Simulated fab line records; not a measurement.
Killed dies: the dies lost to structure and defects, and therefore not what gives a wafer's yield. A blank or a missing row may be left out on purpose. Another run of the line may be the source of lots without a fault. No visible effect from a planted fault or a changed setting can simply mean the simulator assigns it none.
3 desks looking at one fault :: flow n5Finfet :: every desk sees just its own numbers, and what lay behind them comes last

== AT THE METROLOGY DESK ==
What the gauges read for every lot (on any tool): the sampled wafers with a number, averaged. The brackets show how far a lot's mean lies from the usual mean; more than 4 standard deviations puts the lot out of limits, marked OUT. 7 of its 12 readings are shown, namely those furthest out on some lot.
Columns: A = cdNm at N5_BEOL_M2_CD_MEAS_11, usual 16.71 nm; B = M2_OVL at N5_BEOL_M2_OVL_MEAS_12, usual -0.1 nm; C = ION_P at N5_BEOL_M4_RC_MEAS_101, usual 460 uA/um; D = SS_N at N5_BEOL_M4_RC_MEAS_101, usual 71.5 mV/dec; E = SS_P at N5_BEOL_M4_RC_MEAS_101, usual 73.2 mV/dec; F = VT_N at N5_BEOL_M4_RC_MEAS_101, usual 249 mV; G = VT_P at N5_BEOL_M4_RC_MEAS_101, usual -250 mV
lot: L177
first seen here: day 8 12:28
A: 16.61
B: -0.8
C: 464
D: 71.8
E: 73.3
F: 249
G: -248

lot: L181
first seen here: day 9 19:29
A: 16.80
B: -0.1
C: 457
D: 70.9
E: 72.0
F: 250
G: -250

lot: L184
first seen here: day 10 11:29
A: 16.86
B: 1.3
C: 468
D: 71.4
E: 73.2
F: 250
G: -250

lot: L187
first seen here: day 11 03:50
A: 16.91
B: 0.4
C: 457
D: 71.6
E: 73.0
F: 252
G: -254

lot: L191
first seen here: day 12 06:53
A: 16.76
B: 0.3
C: 454
D: 71.9
E: 73.2
F: 249
G: -252
This desk's verdict: no lot among the 5 shows anything out of limits.

== AT THE TOOL OWNER'S DESK: rieDiel-05 ==
The tool's own readings at N5_BEOL_M2_ETCH_64 (etches SOC in N2/H2, target depth 75 nm, overetch 22.5 nm, time 121.9 s): means of the sampled wafers that have a number, for each lot that ran on this tool. The brackets show how far a lot's mean lies from the usual mean; more than 4 standard deviations puts the lot out of limits, marked OUT.
Columns: A = drypumpMotorCurrentA at N5_BEOL_M2_ETCH_64, usual 5.7 A; B = oesProductAu at N5_BEOL_M2_ETCH_64, usual 0.63 a.u.; C = rfVppV at N5_BEOL_M2_ETCH_64, usual 522.9 V; D = showerheadPlenumPTorr at N5_BEOL_M2_ETCH_64, usual 2.51 Torr; E = tempC at N5_BEOL_M2_ETCH_64, usual 40.01 C; F = throttleValvePct at N5_BEOL_M2_ETCH_64, usual 17.9 %
lot: L181
first seen here: day 9 19:41
A: 5.9
B: 0.59
C: 522.8
D: 2.50
E: 40.04
F: 18.1

lot: L184
first seen here: day 10 11:41
A: 5.9
B: 0.58
C: 521.9
D: 2.50
E: 40.03
F: 18.2
This desk's verdict: no lot among the 2 shows anything out of limits.

== THE DEFECT DESK ==
Counts from the inspections along the route, per lot, as means over the sampled wafers that have a number. The brackets show how far a lot's mean lies from the usual mean; more than 4 standard deviations puts the lot out of limits, marked OUT.
Columns: A = rawDefectCount at N5_BEOL_M2_INSPECT_13, usual 393
lot: L177
first seen here: day 8 12:33
A: 452

lot: L181
first seen here: day 9 19:34
A: 461

lot: L184
first seen here: day 10 11:34
A: 274

lot: L187
first seen here: day 11 03:55
A: 462

lot: L191
first seen here: day 12 06:59
A: 258
This desk's verdict: no lot among the 5 shows anything out of limits.

== PUT TOGETHER ==
At the metrology desk, nothing out of limits was observed.
Nothing out of limits was seen by the tool owner's desk.
Nothing the defect desk looked at was out of limits.

== WHAT HAD BEEN PUT IN BY THE SIMULATOR ==
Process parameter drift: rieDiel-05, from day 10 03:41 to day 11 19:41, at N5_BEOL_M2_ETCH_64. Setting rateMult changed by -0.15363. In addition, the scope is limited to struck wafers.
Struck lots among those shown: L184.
